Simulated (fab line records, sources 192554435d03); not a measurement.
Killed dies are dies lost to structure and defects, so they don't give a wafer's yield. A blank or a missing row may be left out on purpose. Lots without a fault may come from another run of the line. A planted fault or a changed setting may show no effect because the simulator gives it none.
Split-lot experiment | flow n5_finfet | 7 lots, 21 wafers read, on a route of 1938 steps

THE SPLIT
At N5_BEOL_M15_TRENCH_ETCH_34 (etches SiO2 in C4F8/O2/Ar, target depth 872.93 nm, time 199 s), the setting bias_w was moved away from the recipe's 2040 W on 5 of the 21 wafers read, by -14.7% to +17.8%. The other wafers ran this setting at the recipe's value.

The reading is taken at the split's own step.

THE READING
rf_vpp_V, in V, at N5_BEOL_M15_TRENCH_ETCH_34 (etches SiO2 in C4F8/O2/Ar, target depth 872.93 nm, time 199 s). Fault-free wafers of this fab line usually give 2220 V, standard deviation 32 V.

wafer  | tool, chamber at the split | bias_w as run, W | against the recipe | rf_vpp_V, V | against lot-mates on the recipe
L075.1 | rie_diel-04, 1             | 2181             | +6.9%              | 2331        | +82
L075.2 | rie_diel-04, 2             | 2040             | recipe             | 2295        | -
L075.3 | rie_diel-04, 0             | 2040             | recipe             | 2202        | -
L081.1 | rie_diel-06, 3             | 2040             | recipe             | 2212        | -
L081.2 | rie_diel-06, 0             | 2040             | recipe             | 2192        | -
L081.5 | rie_diel-06, 3             | 2040             | recipe             | 2212        | -
L082.1 | rie_diel-04, 2             | 2040             | recipe             | 2294        | -
L082.2 | rie_diel-04, 1             | 2040             | recipe             | 2226        | -
L082.5 | rie_diel-04, 3             | 1740             | -14.7%             | 1950        | -310
L084.3 | rie_diel-02, 1             | 2040             | recipe             | 2202        | -
L084.5 | rie_diel-02, 1             | 1928             | -5.5%              | 2115        | -88
L084.6 | rie_diel-02, 0             | 2040             | recipe             | 2205        | -
L094.3 | rie_diel-02, 0             | 2404             | +17.8%             | 2468        | +246
L094.4 | rie_diel-02, 3             | 2040             | recipe             | 2240        | -
L094.5 | rie_diel-02, 0             | 2040             | recipe             | 2203        | -
L096.2 | rie_diel-06, 3             | 2040             | recipe             | 2211        | -
L096.3 | rie_diel-06, 1             | 2040             | recipe             | 2205        | -
L096.4 | rie_diel-06, 2             | 2040             | recipe             | 2237        | -
L097.3 | rie_diel-04, 0             | 2040             | recipe             | 2200        | -
L097.5 | rie_diel-04, 2             | 2383             | +16.8%             | 2548        | +357
L097.6 | rie_diel-04, 3             | 2040             | recipe             | 2182        | -

THE FIT
A straight line over all 21 wafers: rf_vpp_V changes by +17.1 V for each +1% of bias_w; r = +0.96; the points scatter about the line by 34 V.
The same after taking each lot's own level away (the mean of its wafers on the recipe; 21 wafers): +18 V for each +1%; r = +0.97; scatter 33 V.
On that fit, the largest move of bias_w shifts the reading by 3.2e+02 V.
The lots' own levels span 2191.0 to 2260.0 V, that is 2.2 times the standard deviation above.
So the lot-to-lot level changes the slope little: the two slopes agree.
Check: with one of the wafers moved furthest among these (+17.8%) left out of the fit, the line predicts +358 V for it against its lot-mates. It came out at +246 V against them.
Tool readings at the split's step, against how far the setting was moved: rf_vpp_V r = +0.96.

OTHER SPLITS ON THESE WAFERS
These wafers also went through other splits before the reading. Each is held against what the fit with the lots' levels taken away leaves over:
other split on the same wafers    | wafers away from the commonest value | r with rf_vpp_V (lot level and that fit taken away)
N5_BEOL_M10_COAT_05 spin_rpm      | 7                                    | -0.01
N5_BEOL_M11_COAT_59 spin_rpm      | 8                                    | +0.45
N5_BEOL_M11_COAT_05 spin_rpm      | 5                                    | +0.25
N5_BEOL_M12_COAT_04 spin_rpm      | 6                                    | -0.02
N5_BEOL_M12_DESCUM_15 time_s      | 5                                    | +0.00
N5_BEOL_M14_TRENCH_ETCH_34 bias_w | 5                                    | -0.29
N5_BEOL_M14_SPUTTER_43 power_w    | 7                                    | +0.14
N5_BEOL_M15_ETCH_61 time_s        | 5                                    | +0.07

THE FILE'S OWN FIT
rf_vpp_V changes by +17.9 V for each +1% of bias_w, r = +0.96.
